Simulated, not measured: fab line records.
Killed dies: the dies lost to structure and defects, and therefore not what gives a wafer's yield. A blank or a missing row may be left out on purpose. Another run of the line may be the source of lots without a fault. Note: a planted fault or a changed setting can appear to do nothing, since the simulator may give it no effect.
Split-lot study / flow n5 finfet / 21 wafers read from 7 lots, route of 1938 steps

## ON THE SPLIT
At N5_BEOL_M15_SPUTTER_43 (material TaN, target thk 15 nm, time 24.19 s), the setting power w was moved away from the recipe's 15000 W on 9 of the 21 wafers read, by -17.9% to +16.9%. The other wafers ran this setting at the recipe's value.

The split's own step is where the reading is taken.

## THE READING
TaN_of_BEOL_M15_SPUTTER_43.thk nm (the simulator's own value, which no gauge read), in nm, at N5_BEOL_M15_SPUTTER_43 (material TaN, target thk 15 nm, time 24.19 s). There is no usual value for it anywhere in the file. Across the 12 wafers here that went through the recipe, the average is 14.9 nm and the standard deviation 0.12 nm.

wafer=L074.2; tool, chamber at the split=pvd sputter-01, -; power w as run, W=15890; against the recipe=+5.9%; TaN_of_BEOL_M15_SPUTTER_43.thk nm, nm=15.8; against lot-mates on the recipe=+1.0
wafer=L074.4; tool, chamber at the split=pvd sputter-01, -; power w as run, W=15890; against the recipe=+5.9%; TaN_of_BEOL_M15_SPUTTER_43.thk nm, nm=15.8; against lot-mates on the recipe=+1.0
wafer=L074.3; tool, chamber at the split=pvd sputter-01, -; power w as run, W=15000; against the recipe=recipe; TaN_of_BEOL_M15_SPUTTER_43.thk nm, nm=14.8; against lot-mates on the recipe=-
wafer=L076.1; tool, chamber at the split=pvd sputter-01, -; power w as run, W=14100; against the recipe=-6.0%; TaN_of_BEOL_M15_SPUTTER_43.thk nm, nm=14.2; against lot-mates on the recipe=-0.8
wafer=L076.3; tool, chamber at the split=pvd sputter-01, -; power w as run, W=15000; against the recipe=recipe; TaN_of_BEOL_M15_SPUTTER_43.thk nm, nm=15; against lot-mates on the recipe=-
wafer=L076.6; tool, chamber at the split=pvd sputter-01, -; power w as run, W=15000; against the recipe=recipe; TaN_of_BEOL_M15_SPUTTER_43.thk nm, nm=15; against lot-mates on the recipe=-
wafer=L082.1; tool, chamber at the split=pvd sputter-01, -; power w as run, W=15000; against the recipe=recipe; TaN_of_BEOL_M15_SPUTTER_43.thk nm, nm=14.8; against lot-mates on the recipe=-
wafer=L082.4; tool, chamber at the split=pvd sputter-01, -; power w as run, W=12310; against the recipe=-17.9%; TaN_of_BEOL_M15_SPUTTER_43.thk nm, nm=12; against lot-mates on the recipe=-2.9
wafer=L082.5; tool, chamber at the split=pvd sputter-01, -; power w as run, W=15000; against the recipe=recipe; TaN_of_BEOL_M15_SPUTTER_43.thk nm, nm=15; against lot-mates on the recipe=-
wafer=L086.2; tool, chamber at the split=pvd sputter-01, -; power w as run, W=12710; against the recipe=-15.3%; TaN_of_BEOL_M15_SPUTTER_43.thk nm, nm=12.4; against lot-mates on the recipe=-2.5
wafer=L086.5; tool, chamber at the split=pvd sputter-01, -; power w as run, W=15000; against the recipe=recipe; TaN_of_BEOL_M15_SPUTTER_43.thk nm, nm=15; against lot-mates on the recipe=-
wafer=L086.6; tool, chamber at the split=pvd sputter-01, -; power w as run, W=15000; against the recipe=recipe; TaN_of_BEOL_M15_SPUTTER_43.thk nm, nm=14.8; against lot-mates on the recipe=-
wafer=L095.2; tool, chamber at the split=pvd sputter-03, -; power w as run, W=15000; against the recipe=recipe; TaN_of_BEOL_M15_SPUTTER_43.thk nm, nm=14.8; against lot-mates on the recipe=-
wafer=L095.4; tool, chamber at the split=pvd sputter-03, -; power w as run, W=15000; against the recipe=recipe; TaN_of_BEOL_M15_SPUTTER_43.thk nm, nm=15; against lot-mates on the recipe=-
wafer=L095.5; tool, chamber at the split=pvd sputter-03, -; power w as run, W=15000; against the recipe=recipe; TaN_of_BEOL_M15_SPUTTER_43.thk nm, nm=14.6; against lot-mates on the recipe=-
wafer=L094.2; tool, chamber at the split=pvd sputter-01, -; power w as run, W=15000; against the recipe=recipe; TaN_of_BEOL_M15_SPUTTER_43.thk nm, nm=14.8; against lot-mates on the recipe=-
wafer=L094.3; tool, chamber at the split=pvd sputter-01, -; power w as run, W=17530; against the recipe=+16.9%; TaN_of_BEOL_M15_SPUTTER_43.thk nm, nm=17.4; against lot-mates on the recipe=+2.6
wafer=L094.4; tool, chamber at the split=pvd sputter-01, -; power w as run, W=17530; against the recipe=+16.9%; TaN_of_BEOL_M15_SPUTTER_43.thk nm, nm=17.4; against lot-mates on the recipe=+2.6
wafer=L097.1; tool, chamber at the split=pvd sputter-03, -; power w as run, W=16500; against the recipe=+10.0%; TaN_of_BEOL_M15_SPUTTER_43.thk nm, nm=16.4; against lot-mates on the recipe=+1.6
wafer=L097.3; tool, chamber at the split=pvd sputter-03, -; power w as run, W=16500; against the recipe=+10.0%; TaN_of_BEOL_M15_SPUTTER_43.thk nm, nm=16.4; against lot-mates on the recipe=+1.6
wafer=L097.6; tool, chamber at the split=pvd sputter-03, -; power w as run, W=15000; against the recipe=recipe; TaN_of_BEOL_M15_SPUTTER_43.thk nm, nm=14.8; against lot-mates on the recipe=-

THE FIT
A straight line over all 21 wafers: TaN_of_BEOL_M15_SPUTTER_43.thk nm changes by +0.154 nm for each +1% of power w; r = +1.00; the points scatter about the line by 0.12 nm.
The same after taking each lot's own level away (the mean of its wafers on the recipe; 21 wafers): +0.158 nm for each +1%; r = +1.00; scatter 0.095 nm.
According to that fit, moving power w by its largest amount changes the reading by 2.8 nm.
From 14.80 to 15.00 nm: that is the span of the lots' own levels, equal to 1.6 times the standard deviation above.
Consequently the slope shifts little with the lot-to-lot level, the two slopes agreeing.
Check: with one of the wafers moved furthest among these (-17.9%) left out of the fit, the line predicts -2.81 nm for it against its lot-mates. It came out at -2.9 nm against them.

## OTHER SPLITS ON THESE WAFERS
Other splits were also applied to these wafers ahead of the reading. Each is held against what the fit with the lots' levels taken away leaves over:
other split on the same wafers=N5_BEOL_M11_ILD_DEP_00 time s; wafers away from the commonest value=4; r with TaN_of_BEOL_M15_SPUTTER_43.thk nm (lot level and that fit taken away)=+0.49
other split on the same wafers=N5_BEOL_M12_COAT_04 spin rpm; wafers away from the commonest value=6; r with TaN_of_BEOL_M15_SPUTTER_43.thk nm (lot level and that fit taken away)=-0.02
other split on the same wafers=N5_BEOL_M12_ETCH_59 h2 flow sccm; wafers away from the commonest value=9; r with TaN_of_BEOL_M15_SPUTTER_43.thk nm (lot level and that fit taken away)=+0.15
other split on the same wafers=N5_BEOL_M12_CMP_49 down force psi; wafers away from the commonest value=9; r with TaN_of_BEOL_M15_SPUTTER_43.thk nm (lot level and that fit taken away)=+0.00
other split on the same wafers=N5_BEOL_M13_COAT_58 spin rpm; wafers away from the commonest value=2; r with TaN_of_BEOL_M15_SPUTTER_43.thk nm (lot level and that fit taken away)=-0.40
other split on the same wafers=N5_BEOL_M13_SPUTTER_44 power w; wafers away from the commonest value=4; r with TaN_of_BEOL_M15_SPUTTER_43.thk nm (lot level and that fit taken away)=-0.31
other split on the same wafers=N5_BEOL_M14_ILD_DEP_00 time s; wafers away from the commonest value=6; r with TaN_of_BEOL_M15_SPUTTER_43.thk nm (lot level and that fit taken away)=+0.01

## FILE'S OWN FIT
TaN_of_BEOL_M15_SPUTTER_43.thk nm changes by +0.159 nm for each +1% of power w, r = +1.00.
